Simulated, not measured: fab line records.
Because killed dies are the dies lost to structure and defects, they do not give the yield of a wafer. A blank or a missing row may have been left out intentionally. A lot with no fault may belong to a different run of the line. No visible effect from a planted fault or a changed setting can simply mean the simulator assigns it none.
Problem report, 8D (eight disciplines) form, completed by code	flow n5 finfet	the parts of the form that need people (team, actions taken, sign-off) are left out

## 1. THE ISSUE
Wafers without a fault read 242, standard deviation 66; raw defect count at N5_FIN_SAQP_INSPECT_40 reads a mean of 617 on 6 wafers belonging to 2 lots. Measured from the usual mean, that is +5.7 standard deviations.
The step: inspects for defects (brightfield).
The first sign was on wafer L138.1 at day 6 02:50, on defect inspect-01. At this step, 28 wafers from 10 lots have a number in the record. By rule, "out" or "out of limits" means more than 4 standard deviations away from the usual mean. Any other wafer with a number is counted as sound.

## 2. WHAT IT IS AND WHAT IT IS NOT
question	is	is not
which readings at this step	raw defect count	-
which lots	L138, L141	L122, L127, L129, L130, L136, L137, L139, L145
which wafers of those lots	all that have a number	-
read on which gauges	defect inspect-01	defect inspect-02
when	from day 6 02:50	up to then (16 sound wafers); but 6 sound wafers of L139, L145 came after

## 3. WHAT RULES OUT EACH SUSPECT
Counting: a tool stays on the suspect list if, at a process step up to the reading, it processed all lots that are out and no sound lot following the first of them.
- the gauge at N5_FIN_SAQP_INSPECT_40 is ruled out. All the wafers that are out were read on defect inspect-01, but those of them that N5_PASSIVATION_PROBE_49 has rows for are out there too, on other tools.
- pecvd-03 at N5_FIN_SAQP_PECVD_06 (deposits a-Si from SiH4/He, target thk 60 nm, time 48.1 s): kept. All lots that are out passed through it, beginning with L138 at day 5 21:54, and no sound lot followed; its final sound lot before that point was L136 at day 5 09:22.
- pecvd-02 at N5_FIN_SAQP_HM_DEP_72 (deposits SiO2 from SiH4/N2O, target thk 12 nm, time 7.2 s): kept. All lots that are out passed through it, beginning with L138 at day 5 22:02, and no sound lot followed; its final sound lot before that point was L137 at day 5 15:05.
Left after counting: pecvd-03 at N5_FIN_SAQP_PECVD_06, pecvd-02 at N5_FIN_SAQP_HM_DEP_72.

## 4. THE CAUSE (what the simulator had put in)
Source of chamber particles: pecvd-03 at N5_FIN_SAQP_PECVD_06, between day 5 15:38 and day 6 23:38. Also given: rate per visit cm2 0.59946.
This tool is one of the 2 suspects left after counting.

## 5. SEQUENCE OF EFFECTS, ordered by route
Each row: a reading where the mean over the struck wafers with a number is more than 3 standard deviations away from the usual. Readings are gone through only where the record gives a usual standard deviation; hours: the median, over the lots, of the time from a lot's start at the first step in this table giving one to that lot's start at this step; sigmas: the change measured in usual standard deviations.
hours	step	reading	usual	on struck wafers	change	sigmas
0	N5_FIN_SAQP_INSPECT_40	raw defect count	242	617	+375	+5.7
0	N5_FIN_CUT_INSPECT_10	raw defect count	45	435	+390	+32
2	N5_FIN_CUT_INSPECT_17	raw defect count	248	636	+388	+6.0
251	N5_PASSIVATION_PROBE_49	killed at front end	42	134	+92	+7.7
251	N5_PASSIVATION_PROBE_49	killed dies	103	188	+85	+4.7
Its process steps:
- N5_PASSIVATION_PROBE_49

## 6. WHAT WOULD HAVE CAUGHT IT SOONER
The first out-of-limits reading at a measuring or inspecting step in this record came at day 6 02:50, 11 hours after the fault's start at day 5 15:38.
An alarm limit of 4 standard deviations would not have fired on the tool readings at N5_FIN_SAQP_PECVD_06 for which the record gives a usual standard deviation, since none of them was out on any struck wafer.
Among the 2 lots that are out, L141 began N5_FIN_SAQP_PECVD_06 on pecvd-03 after day 6 02:50. Had the tool been put on hold then, it would have been spared.
